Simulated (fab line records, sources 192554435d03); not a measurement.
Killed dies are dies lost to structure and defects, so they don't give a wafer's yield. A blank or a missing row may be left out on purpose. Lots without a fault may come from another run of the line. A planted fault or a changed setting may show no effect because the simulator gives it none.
fab line records | flow n5_finfet
record lots=9 wafers=25 last_day=17
route steps=1938 shown BEOL_M4@1045
lots that met no fault: from a run of the same line without faults
start_h: hours from the record's first day to the start of the lot's first wafer shown | wait_h: hours since the lot's step before | " the same as in the row above | L1.1+2: a row that stands for several wafers | - no value, or no start given | * or withheld: withheld | < > ~ a bound
route shown NAME@n: a module of which the file shows steps, and the number in the route of the first | usual: mean/standard deviation of fault-free wafers | same: alike in all rows | chamber/n: place in a boat | sites: the reading at each site | _std_site: their standard deviation | _edge_site: outer sites' mean less inner sites' | radius_mm: how far each site lies from the wafer's centre | mask NAME#n: copy n | behind: the tool/chamber that last shaped the wafer | hold: why the lot was held/for how many hours/how that ended | device: the transistor (n, p or np) that didn't switch | end of line: the same wafers' tests at the end of the route | a step without rows: its recipe alone | killed: dies lost to structure and defects at the first sort, not the wafer's yield | map: a wafer's dies, x killed, . not, _ none there
set.NAME: the setting as run; set.NAME@STEP: as run at that earlier step | model.NAME: the simulator's own value behind a step, which no gauge read
steps of the route over a sample of lots; a table a step, a row a wafer
services: from which hour (start_h, from the record's first day; less than 0 if before it) a tool's chamber was out of use, for how many hours, and why
## steps
# step N5_BEOL_M4_STRIP_19
# recipe chemistry=O2 power_w=400 temp_c=40 pressure_mtorr=30 rf_frequency_hz=6e+07 bias_power_w=0 overash_fraction=0.2 o2_flow_sccm=225
# usual drypump_motor_current_A=5.6/0.38 oes_product_au=0.80/0.082 rf_vpp_V=3.6/0.43 showerhead_plenum_p_Torr=2.11/0.064 throttle_valve_pct=16.55/0.18
# columns lot.wafer tool chamber start_h wait_h drypump_motor_current_A oes_product_au rf_hours_counter_h rf_vpp_V showerhead_plenum_p_Torr throttle_valve_pct
L578.2 rie_diel-04 2 156.78 0.1 5.7 0.75 170 3.4 2.18 16.81
L578.3 " 3 " " 5.0 0.90 29 3.3 2.24 16.37
L578.4 " 3 " " 5.0 0.90 - 3.6 2.24 16.40
L581.1 rie_diel-05 2 170.89 0.1 5.8 0.71 192 3.4 2.15 16.29
L581.4 " 0 " " 5.6 0.87 - 3.7 2.22 16.53
L581.6 " 2 " " 5.8 0.71 - 3.1 2.16 16.28
L582.3 rie_diel-02 3 176.46 0.1 5.5 0.89 41 3.1 2.05 16.67
L582.5 " 1 " " 5.4 0.95 - 3.4 2.12 16.44
L582.6 " 0 " " 5.4 0.79 - 3.9 2.11 16.45
L584.1 rie_diel-05 3 206.92 0.2 5.7 0.70 218 3.6 2.09 16.70
L584.4 " 0 " " 5.5 0.84 61 3.0 2.22 16.55
L590.1 rie_diel-02 0 241.54 0.1 5.4 0.78 135 3.5 2.10 16.49
L590.2 " 3 " " 5.5 0.85 63 3.7 2.04 16.70
L591.1 rie_diel-02 2 244.64 0.2 6.6 0.74 177 3.9 2.02 16.66
L591.3 " 0 " " 5.4 0.76 136 3.1 2.10 16.51
L591.4 " 1 " " 5.4 0.89 26 3.2 2.11 16.47
L592.1 rie_diel-05 0 251.60 0.2 5.6 0.83 76 4.3 2.21 16.57
L592.4 " 2 " " 5.7 0.68 222 3.6 2.14 16.34
L592.5 " 3 " " 5.7 0.68 - 3.9 2.09 16.72
L595.2 rie_diel-05 3 265.53 0.2 5.7 0.68 237 3.6 2.08 16.74
L595.3 " 2 " " 5.8 0.69 226 3.8 2.14 16.35
L595.6 " 1 " " 5.4 0.91 - 3.6 2.06 16.56
L599.2 rie_diel-04 2 282.79 0.2 5.7 0.71 213 3.8 2.16 16.89
L599.3 " 0 " " 5.9 0.73 210 3.6 2.08 16.67
L599.4 " 1 " " 5.3 0.85 43 2.7 2.05 16.25
# step N5_BEOL_M4_ETCH_77
# recipe chemistry=N2/H2 target=underlayer target_depth_a=65 mask_material=CAR-EUV time_s=5.2 ion_energy_ev=200 pressure_mtorr=30 source_w=840 bias_w=150 n2_flow_sccm=200 h2_flow_sccm=200 ends=cleared
# usual drypump_motor_current_A=5.6/0.39 etch_rf_on_time_s=5.21/0.09 oes_product_au=0.68/0.069 rf_vpp_V=524.3/2.7 showerhead_plenum_p_Torr=2.56/0.085 throttle_valve_pct=17.76/0.19
# columns lot.wafer tool chamber start_h wait_h drypump_motor_current_A etch_rf_on_time_s oes_product_au rf_hours_counter_h rf_vpp_V showerhead_plenum_p_Torr throttle_valve_pct
L578.2 rie_diel-02 3 157.47 0.0 5.5 5.34 0.76 34 521.2 2.49 17.83
L578.3 " 0 " " 5.4 5.23 0.67 108 525.5 2.56 17.60
L578.4 " 3 " " 5.5 5.34 0.75 - 522.1 2.49 17.85
L581.1 rie_diel-02 3 171.44 0.0 5.5 5.34 0.75 40 520.1 2.49 17.87
L581.4 " 0 " " 5.4 5.23 0.69 113 525.3 2.56 17.60
L581.6 " 2 " " 6.6 5.19 0.65 - 520.4 2.43 17.75
L582.3 rie_diel-04 3 177.01 0.0 5.0 5.11 0.78 36 530.3 2.70 17.64
L582.5 " 0 " " 5.9 5.28 0.64 - 523.8 2.54 17.75
L582.6 " 1 " " 5.3 5.22 0.80 - 521.9 2.52 17.54
L584.1 rie_diel-02 0 207.79 0.0 5.4 7.04 0.58 124 523.5 2.56 17.61
L584.4 " 3 " " 5.5 5.31 0.73 51 522.8 2.48 17.89
L590.1 rie_diel-02 3 242.21 0.0 5.5 7.10 0.62 63 520.1 2.48 17.88
L590.2 " 1 " " 5.4 5.19 0.75 25 526.2 2.61 17.89
L591.1 rie_diel-02 3 245.19 0.0 5.5 7.13 0.62 64 523.5 2.48 17.87
L591.3 " 0 " " 5.4 5.28 0.64 137 524.2 2.55 17.61
L591.4 " 1 " " 5.4 5.24 0.74 26 527.6 2.61 17.92
L592.1 rie_diel-04 0 252.36 0.0 5.9 5.35 0.62 199 524.4 2.53 17.78
L592.4 " 3 " " 5.0 5.10 0.75 63 528.8 2.69 17.69
L592.5 " 0 " " 5.9 5.32 0.62 - 523.4 2.53 17.80
L595.2 rie_diel-05 0 266.20 0.0 5.5 5.28 0.70 81 526.9 2.69 17.88
L595.3 " 1 " " 5.4 5.03 0.79 27 523.5 2.50 17.82
L595.6 " 1 " " 5.4 5.00 0.79 - 523.2 2.50 17.83
L599.2 rie_diel-05 0 283.46 0.0 5.6 5.26 0.69 86 528.3 2.69 17.85
L599.3 " 2 " " 5.8 5.20 0.57 232 525.4 2.61 17.45
L599.4 " 3 " " 5.7 5.25 0.57 243 521.3 2.48 17.66
# step N5_BEOL_M4_ALD_98
# recipe material=SiO2 target_thk_a=25 temp_c=100 ald_precursor_family=BDEAS ald_co_reactant=O2-plasma pulse_time_s=1 co_reactant_pulse_time_s=1 purge_time_s=2 co_reactant_purge_time_s=2 ald_cycles=17 pressure_torr=2
# usual heater_power_w=77/8.9 precursor_pulse_height_rel=1.003/0.022
# same ald_cycles=17
# columns lot.wafer tool chamber start_h wait_h heater_power_w precursor_pulse_height_rel
L578.2 ald_sin-01 3 157.57 0.1 73 1.032
L578.3 " 1 " " 71 1.008
L578.4 " 2 " " 75 1.007
L581.1 ald_sin-04 3 171.54 0.1 66 1.035
L581.4 " 0 " " 82 1.017
L581.6 " 3 " " 65 1.016
L582.3 ald_sin-01 1 178.03 1.0 70 1.007
L582.5 " 2 " " 76 1.000
L582.6 " 3 " " 74 1.006
L584.1 ald_sin-04 2 207.89 0.1 81 1.016
L584.4 " 3 " " 66 0.963
L590.1 ald_sin-02 3 242.81 0.6 82 0.987
L590.2 " 2 " " 67 0.976
L591.1 ald_sin-02 0 245.52 0.3 94 1.000
L591.3 " 2 " " 70 1.007
L591.4 " 3 " " 83 0.975
L592.1 ald_sin-01 3 252.48 0.1 75 1.034
L592.4 " 0 " " 65 1.026
L592.5 " 1 " " 73 0.962
L595.2 ald_sin-01 1 266.54 0.3 71 1.015
L595.3 " 2 " " 74 1.016
L595.6 " 0 " " 65 0.995
L599.2 ald_sin-02 2 283.56 0.1 69 0.979
L599.3 " 1 " " 96 1.030
L599.4 " 0 " " 94 1.025
# step N5_BEOL_M4_TRENCH_ETCH_37
# recipe chemistry=C4F6/O2 target_depth_a=555.55 target=SiOC time_s=29.2 ion_energy_ev=250 pressure_mtorr=30 source_w=355 bias_w=185 Ar_flow_sccm=300 C4F6_flow_sccm=10 O2_flow_sccm=10
# usual drypump_motor_current_A=5.6/0.42 oes_o_777_au=0.80/0.079 oes_product_au=0.80/0.08 rf_vpp_V=663/12 showerhead_plenum_p_Torr=2.85/0.089 throttle_valve_pct=20.73/0.19
# columns lot.wafer tool chamber start_h wait_h drypump_motor_current_A oes_o_777_au oes_product_au rf_hours_counter_h rf_vpp_V showerhead_plenum_p_Torr throttle_valve_pct
L578.2 rie_diel-04 0 - - 5.9 0.75 0.76 166 666 2.83 20.68
L578.3 " 2 " " 5.7 0.79 0.75 171 645 2.97 21.09
L578.4 " 0 " " 5.9 0.75 0.76 - 666 2.84 20.66
L581.1 rie_diel-04 2 - - 5.7 0.77 0.74 177 646 2.96 21.10
L581.4 " 1 " " 5.4 0.95 0.94 5 655 2.79 20.32
L581.6 " 3 " " 5.0 0.92 0.91 - 666 3.03 20.66
L582.3 rie_diel-05 2 - - 5.8 0.71 0.70 196 657 2.94 20.46
L582.5 " 3 " " 5.7 0.70 0.71 - 685 2.82 20.73
L582.6 " 2 " " 5.8 0.71 0.70 - 656 2.94 20.46
L584.1 rie_diel-04 0 - - 5.9 0.73 0.74 183 667 2.83 20.70
L584.4 " 3 " " 5.0 0.89 0.88 47 668 3.02 20.67
L590.1 rie_diel-05 3 - - 5.7 0.69 0.69 230 686 2.81 20.77
L590.2 " 2 " " 5.8 0.70 0.69 220 655 2.93 20.49
L591.1 rie_diel-02 3 - - 5.5 0.87 0.84 68 643 2.79 20.97
L591.3 " 2 " " 6.6 0.74 0.73 180 667 2.72 20.76
L591.4 " 0 " " 5.4 0.75 0.77 140 665 2.85 20.66
L592.1 rie_diel-05 2 - - 5.8 0.70 0.68 223 655 2.92 20.51
L592.4 " 3 " " 5.7 0.68 0.68 234 685 2.81 20.77
L592.5 " 3 " " 5.7 0.69 0.69 - 686 2.81 20.77
L595.2 rie_diel-04 0 - - 5.9 0.73 0.73 204 664 2.82 20.73
L595.3 " 1 " " 5.4 0.88 0.86 38 655 2.77 20.36
L595.6 " 3 " " 5.0 0.86 0.86 - 666 3.01 20.69
L599.2 rie_diel-04 2 - - 5.7 0.76 0.71 213 645 2.95 21.14
L599.3 " 1 " " 5.4 0.87 0.85 44 655 2.77 20.36
L599.4 " 3 " " 5.0 0.86 0.85 75 665 3.01 20.72
# step N5_BEOL_M4_RC_MEAS_101
# usual DIBL_N=35.8/1.8 DIBL_P=35.9/2.2 IOFF_N=0.16/0.035 IOFF_P=0.21/0.04 ION_N=672/11 ION_P=461/7.4 SS_N=71.4/0.64 SS_P=73.2/0.67 VT_N=250/3.5 VT_P=-251/3.4
# columns lot.wafer tool chamber start_h wait_h DIBL_N[mV/V] DIBL_P[mV/V] IOFF_N[nA/um] IOFF_P[nA/um] ION_N[uA/um] ION_P[uA/um] SS_N[mV/dec] SS_P[mV/dec] VT_N[mV] VT_P[mV]
L578.2 prober-02 0 163.66 0.2 35.0 34.4 0.15 0.16 664 450 71.5 73.0 250 -254
L578.3 " 0 " " 35.8 36.3 0.17 0.19 691 467 72.1 73.8 248 -252
L578.4 " 0 " " 35.0 35.2 0.15 0.17 671 459 72.0 72.7 248 -252
L581.1 prober-02 0 183.44 0.0 36.6 36.8 0.18 0.25 683 471 72.0 73.6 245 -246
L581.4 " 0 " " 32.9 32.4 0.12 0.18 659 458 70.8 72.4 255 -251
L581.6 " 0 " " 34.7 33.6 0.14 0.18 665 454 71.4 72.8 249 -250
L582.3 prober-02 0 188.64 0.3 37.6 39.3 0.21 0.27 679 467 72.1 73.9 247 -246
L582.5 " 0 " " 34.5 35.6 0.15 0.21 670 459 71.0 72.9 250 -247
L582.6 " 0 " " 35.5 37.1 0.17 0.24 676 473 71.4 73.0 251 -248
L584.1 prober-01 0 216.83 0.0 38.6 40.7 0.21 0.24 691 467 72.3 73.7 247 -250
L584.4 " 0 " " 35.0 36.7 0.13 0.17 665 451 71.1 72.8 254 -255
L590.1 prober-02 0 251.04 0.0 39.1 39.8 0.23 0.27 690 472 72.2 73.6 244 -248
L590.2 " 0 " " 34.3 33.5 0.12 0.17 665 457 70.7 73.1 254 -252
L591.1 prober-02 0 256.39 0.0 35.2 34.5 0.14 0.18 667 459 70.5 72.1 252 -250
L591.3 " 0 " " 37.3 37.3 0.16 0.22 684 467 71.4 72.6 250 -250
L591.4 " 0 " " 37.5 38.5 0.18 0.25 682 465 71.2 73.1 246 -249
L592.1 prober-02 0 259.85 0.0 34.3 34.6 0.13 0.21 658 462 71.3 73.0 253 -249
L592.4 " 0 " " 37.1 38.2 0.19 0.28 664 464 71.2 73.7 247 -246
L592.5 " 0 " " 35.0 35.8 0.15 0.23 669 470 70.5 72.3 249 -246
L595.2 prober-01 0 273.52 0.2 37.6 37.8 0.17 0.19 671 444 72.1 73.8 251 -257
L595.3 " 0 " " 36.7 36.8 0.15 0.17 668 446 72.0 73.5 252 -256
L595.6 " 0 " " 35.9 36.1 0.14 0.17 660 448 71.8 73.5 253 -256
L599.2 prober-01 0 287.94 0.2 37.1 37.8 0.17 0.21 679 458 72.1 74.1 246 -251
L599.3 " 0 " " 36.5 36.8 0.15 0.20 674 468 71.4 73.9 251 -255
L599.4 " 0 " " 33.7 32.5 0.11 0.15 660 454 70.9 72.8 255 -255
## services
# columns tool chamber start_h hours kind
rie_diel-04 0 133.20 5.6 repair
rie_diel-02 1 143.12 - clean
rie_diel-02 1 143.12 - consumable_replace:focus_ring
rie_diel-02 1 143.12 20.1 scheduled_down
rie_diel-02 1 143.12 20.1 vent_cycle
rie_diel-04 1 144.24 - clean
rie_diel-04 1 144.24 - consumable_replace:focus_ring
rie_diel-04 1 144.24 17.1 scheduled_down
rie_diel-04 1 144.24 17.1 vent_cycle
rie_diel-05 1 153.82 - clean
rie_diel-05 1 153.82 - consumable_replace:focus_ring
rie_diel-05 1 153.82 20.4 scheduled_down
rie_diel-05 1 153.82 20.4 vent_cycle
ald_sin-02 - 176.75 14.0 pm
ald_sin-02 0 176.75 14.0 vent_cycle
ald_sin-02 1 176.75 14.0 vent_cycle
ald_sin-02 2 176.75 14.0 vent_cycle
ald_sin-02 3 176.75 14.0 vent_cycle
ald_sin-01 - 180.58 6.0 pm
ald_sin-02 0 190.75 - clean
ald_sin-02 3 194.48 6.7 repair
rie_diel-05 3 207.52 3.0 repair
ald_sin-04 - 241.49 28.1 pm
rie_diel-04 2 266.00 8.9 repair
## key
first_sign step=N5_BEOL_M4_ETCH_77 reading=etch_rf_on_time_s direction=up sigmas=21 usual=* struck=*
effect none on later readings
met_at N5_BEOL_M4_ETCH_77
struck_lots L584,L590,L591
struck_wafers L584.1,L590.1,L591.1
not_acting_at N5_BEOL_M4_STRIP_19,N5_BEOL_M4_ALD_98,N5_BEOL_M4_TRENCH_ETCH_37
onset_between 171.44 207.79
fault kind=process_parameter_drift tool=rie_diel-02 chamber=- onset_h=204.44 steps=N5_BEOL_M4_ETCH_77 channel=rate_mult offset=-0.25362 shape=step end_h=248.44 scope=struck_wafers_only
